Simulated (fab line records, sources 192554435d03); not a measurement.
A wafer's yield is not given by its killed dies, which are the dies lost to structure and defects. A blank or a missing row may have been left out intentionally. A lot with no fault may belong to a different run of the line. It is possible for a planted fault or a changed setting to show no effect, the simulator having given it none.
Which tool was responsible? + flow n5 finfet + 27 wafers from 9 lots sampled at 5 of the route's 1938 steps

## WHAT THE GAUGES SHOWED, per wafer
N5_BEOL_M4_RC_MEAS_101.
| lot  | measured     | on        | DIBL_N (mV/V)  | DIBL_P (mV/V)  | IOFF_N (nA/um)    | IOFF_P (nA/um) | ION_N (uA/um) | ION_P (uA/um) | SS_N (mV/dec)  | SS_P (mV/dec)  | VT_N (mV)   | VT_P (mV)      |
|------|--------------|-----------|----------------|----------------|-------------------|----------------|---------------|---------------|----------------|----------------|-------------|----------------|
| L139 | day 8 01:25  | prober-02 | 37.3 33.5 37.9 | 39.2 33.7 38.8 | 0.188 0.117 0.207 | 0.26 0.17 0.27 | 684 662 700   | 476 463 476   | 70.9 71.1 71.1 | 74.0 72.5 74.2 | 245 256 243 | -248 -251 -245 |
| L141 | day 8 23:57  | prober-01 | 36.7 37.7 35.7 | 38.9 40.2 37.7 | 0.176 0.201 0.146 | 0.28 0.32 0.26 | 693 682 673   | 472 477 470   | 71.4 72.1 71.0 | 74.1 74.1 73.2 | 250 246 252 | -243 -240 -244 |
| L144 | day 9 06:33  | prober-02 | 34.5 33.6 33.7 | 35.5 34.5 34.1 | 0.142 0.126 0.124 | 0.20 0.17 0.17 | 675 665 670   | 468 452 447   | 71.3 71.1 71.2 | 72.8 72.9 72.5 | 251 250 252 | -250 -254 -252 |
| L146 | day 9 15:46  | prober-01 | 33.7 33.4 31.5 | - - -          | 0.121 0.111 0.091 | - - -          | 658 653 647   | - - -         | 70.6 70.4 70.2 | - - -          | 253 254 256 | - - -          |
| L147 | day 10 08:04 | prober-02 | 33.3 36.3 35.0 | - - -          | 0.107 0.142 0.118 | - - -          | 663 666 651   | - - -         | 71.0 71.6 71.0 | - - -          | 257 254 255 | - - -          |
| L157 | day 12 10:37 | prober-02 | 35.1 35.8 32.7 | - - -          | 0.127 0.131 0.093 | - - -          | 657 661 662   | - - -         | 71.6 71.3 70.3 | - - -          | 253 254 259 | - - -          |
| L158 | day 13 01:37 | prober-01 | 36.5 37.5 34.7 | 36.6 37.0 35.0 | 0.159 0.174 0.136 | 0.20 0.21 0.18 | 669 680 661   | 459 464 460   | 71.4 72.2 70.6 | 73.7 73.4 72.9 | 253 250 253 | -251 -249 -254 |
| L159 | day 12 21:25 | prober-02 | 33.9 35.2 35.8 | 35.1 36.3 37.1 | 0.134 0.168 0.181 | 0.19 0.23 0.23 | 659 673 680   | 463 466 460   | 70.9 71.8 72.2 | 73.0 73.2 73.5 | 254 248 249 | -250 -246 -246 |
| L161 | day 13 14:36 | prober-01 | 33.2 34.2 37.3 | 32.0 32.8 37.4 | 0.110 0.118 0.188 | 0.15 0.15 0.24 | 664 667 685   | 457 458 467   | 70.9 71.0 71.0 | 71.6 72.4 73.3 | 256 253 246 | -254 -256 -250 |

## WHAT TOOL EACH LOT RAN ON (gives the tool, then ch and the chambers of the sampled wafers, and finally the start)
| lot  | N5_SD_EPI_P_DESCUM_14             | N5_SD_EPI_P_ETCH_37               | N5_SD_EPI_P_VAPOR_ETCH_44      | N5_SD_ACTIVATION_RTA_00         |
|------|-----------------------------------|-----------------------------------|--------------------------------|---------------------------------|
| L139 | rie diel-03 ch 1,2,3, day 3 06:26 | rie diel-03 ch 1,2,3, day 3 06:31 | epi rpcvd-02 ch 0, day 3 07:41 | rtp anneal-01 ch 0, day 3 10:16 |
| L141 | rie diel-04 ch 0,1, day 3 17:22   | rie diel-04 ch 0,1, day 3 17:28   | epi rpcvd-03 ch 0, day 3 18:32 | rtp anneal-01 ch 0, day 3 21:17 |
| L144 | rie diel-02 ch 1,2,3, day 4 10:55 | rie diel-02 ch 1,2,3, day 4 11:00 | epi rpcvd-02 ch 0, day 4 12:04 | rtp anneal-02 ch 0, day 4 14:40 |
| L146 | rie diel-04 ch 0,3, day 4 22:33   | rie diel-04 ch 0,3, day 4 22:38   | epi rpcvd-03 ch 0, day 4 23:43 | rtp anneal-01 ch 0, day 5 04:41 |
| L147 | rie diel-02 ch 1,2,3, day 5 10:14 | rie diel-02 ch 1,2,3, day 5 10:20 | epi rpcvd-01 ch 0, day 5 11:26 | rtp anneal-01 ch 0, day 5 14:37 |
| L157 | rie diel-04 ch 0,2,3, day 7 16:54 | rie diel-04 ch 0,2,3, day 7 17:00 | epi rpcvd-03 ch 0, day 7 18:04 | rtp anneal-01 ch 0, day 7 21:00 |
| L158 | rie diel-04 ch 2,3, day 8 00:03   | rie diel-04 ch 2,3, day 8 00:08   | epi rpcvd-03 ch 0, day 8 01:16 | rtp anneal-01 ch 0, day 8 03:51 |
| L159 | rie diel-04 ch 0,1,2, day 8 06:55 | rie diel-04 ch 0,1,2, day 8 07:01 | epi rpcvd-02 ch 0, day 8 08:07 | rtp anneal-01 ch 0, day 8 10:46 |
| L161 | rie diel-02 ch 0,1,2, day 8 18:52 | rie diel-02 ch 0,1,2, day 8 19:05 | epi rpcvd-02 ch 0, day 8 20:07 | rtp anneal-02 ch 0, day 8 22:41 |
- N5_SD_EPI_P_DESCUM_14: chemistry O2, time 7.9 s.
- N5_SD_EPI_P_ETCH_37: etches SOC in N2/H2, overetch 108 nm, time 486 s.
- N5_SD_EPI_P_VAPOR_ETCH_44: etches SiGe30 in NF3/Ar, time 3.3 s.
- N5_SD_ACTIVATION_RTA_00: time 0 s.

## WHAT THE TOOLS THEMSELVES READ (means of the sampled wafers that have a number; where no wafer has one, the mark that the record gives instead)
N5_SD_EPI_P_DESCUM_14.
| lot  | tool        | drypump motor current A (A) | oes product au (a.u.) | rf vpp V (V) | showerhead plenum p Torr (Torr) | throttle valve pct (%) |
|------|-------------|-----------------------------|-----------------------|--------------|---------------------------------|------------------------|
| L139 | rie diel-03 | 5.7                         | 0.75                  | 242.6        | 2.07                            | 20.47                  |
| L141 | rie diel-04 | 6.2                         | 0.75                  | 243.4        | 2.04                            | 20.47                  |
| L144 | rie diel-02 | 6.3                         | 0.74                  | 242.4        | 2.09                            | 20.38                  |
| L146 | rie diel-04 | 6.1                         | 0.73                  | 244.2        | 2.12                            | 20.50                  |
| L147 | rie diel-02 | 6.3                         | 0.72                  | 242.1        | 2.09                            | 20.38                  |
| L157 | rie diel-04 | 5.9                         | 0.73                  | 242.7        | 2.08                            | 20.48                  |
| L158 | rie diel-04 | 5.8                         | 0.73                  | 243.4        | 2.16                            | 20.47                  |
| L159 | rie diel-04 | 5.9                         | 0.73                  | 243.0        | 2.07                            | 20.44                  |
| L161 | rie diel-02 | 5.8                         | 0.76                  | 244.2        | 2.10                            | 20.29                  |

N5_SD_EPI_P_ETCH_37.
| lot  | tool        | drypump motor current A (A) | n2 flow sccm (sccm) | oes product au (a.u.) | rf vpp V (V) | showerhead plenum p Torr (Torr) | throttle valve pct (%) |
|------|-------------|-----------------------------|---------------------|-----------------------|--------------|---------------------------------|------------------------|
| L139 | rie diel-03 | 5.7                         | 199.4               | 0.672                 | 240.9        | 2.50                            | 23.76                  |
| L141 | rie diel-04 | 6.2                         | 199.9               | 0.661                 | 239.4        | 2.48                            | 23.84                  |
| L144 | rie diel-02 | 6.3                         | 199.9               | 0.664                 | 240.4        | 2.53                            | 23.65                  |
| L146 | rie diel-04 | 6.1                         | 200.0               | 0.656                 | 241.6        | 2.56                            | 23.53                  |
| L147 | rie diel-02 | 6.3                         | 199.9               | 0.660                 | 240.7        | 2.53                            | 23.65                  |
| L157 | rie diel-04 | 5.9                         | 199.5               | 0.649                 | 240.5        | 2.52                            | 23.63                  |
| L158 | rie diel-04 | 5.8                         | 200.0               | 0.651                 | 242.0        | 2.60                            | 23.49                  |
| L159 | rie diel-04 | 5.9                         | 199.6               | 0.655                 | 240.6        | 2.52                            | 23.80                  |
| L161 | rie diel-02 | 5.8                         | 200.3               | 0.685                 | 240.6        | 2.54                            | 23.63                  |

N5_SD_ACTIVATION_RTA_00.
| lot  | tool          | lamp power pct (%) | lamp_zone_3_pct (%) | wafer_temp_C_max |
|------|---------------|--------------------|---------------------|------------------|
| L139 | rtp anneal-01 | 8.96               | 8.95                | 973.5            |
| L141 | rtp anneal-01 | 8.96               | 8.95                | 974.7            |
| L144 | rtp anneal-02 | 8.97               | 8.98                | 972.1            |
| L146 | rtp anneal-01 | 9.01               | 8.92                | 975.7            |
| L147 | rtp anneal-01 | 8.94               | 8.97                | 975.7            |
| L157 | rtp anneal-01 | 8.99               | 8.97                | 975.0            |
| L158 | rtp anneal-01 | 8.97               | 8.95                | 974.6            |
| L159 | rtp anneal-01 | 8.97               | 8.95                | 972.8            |
| L161 | rtp anneal-02 | 8.96               | 8.95                | 974.2            |

## THE ANSWER, worked out from the rows above alone
Rule: the usual values come from the lots themselves. Put in order of their means at a reading, lots are off if they are a third of the lots or fewer, leave a main group of 4 or more, and stand apart from it by a gap of 3 or more times the standard deviation of the main group's means; of several such gaps the widest counts. A main group is skipped when, at the precision printed for the reading in the tables above, its means are all equal. A lot without any number at a reading at which 4 lots or more have one is off too. Where the step has rows for the other lots, those lots are counted as sound. After the gauges, taken in route order, come the tools' own readings; for these a lot's mean is taken, as printed above. At the first step where some lot is off, the reading lying furthest off is the one used; lots without a number count as furthest.
Off: L146, L147, L157, seen at N5_BEOL_M4_RC_MEAS_101 (DIBL_P). Without a number there: L146, L147, L157. The main group: mean 36.2 mV/V, standard deviation 1.6.
If a tool, at a process step before that reading, ran all the lots that are off and no sound lot after the first of them, it fits. Gauges at N5_BEOL_M4_RC_MEAS_101: tried the same way as those tools. Not one of the candidates tried fits.

## WHAT THE SIMULATOR HAD PUT IN
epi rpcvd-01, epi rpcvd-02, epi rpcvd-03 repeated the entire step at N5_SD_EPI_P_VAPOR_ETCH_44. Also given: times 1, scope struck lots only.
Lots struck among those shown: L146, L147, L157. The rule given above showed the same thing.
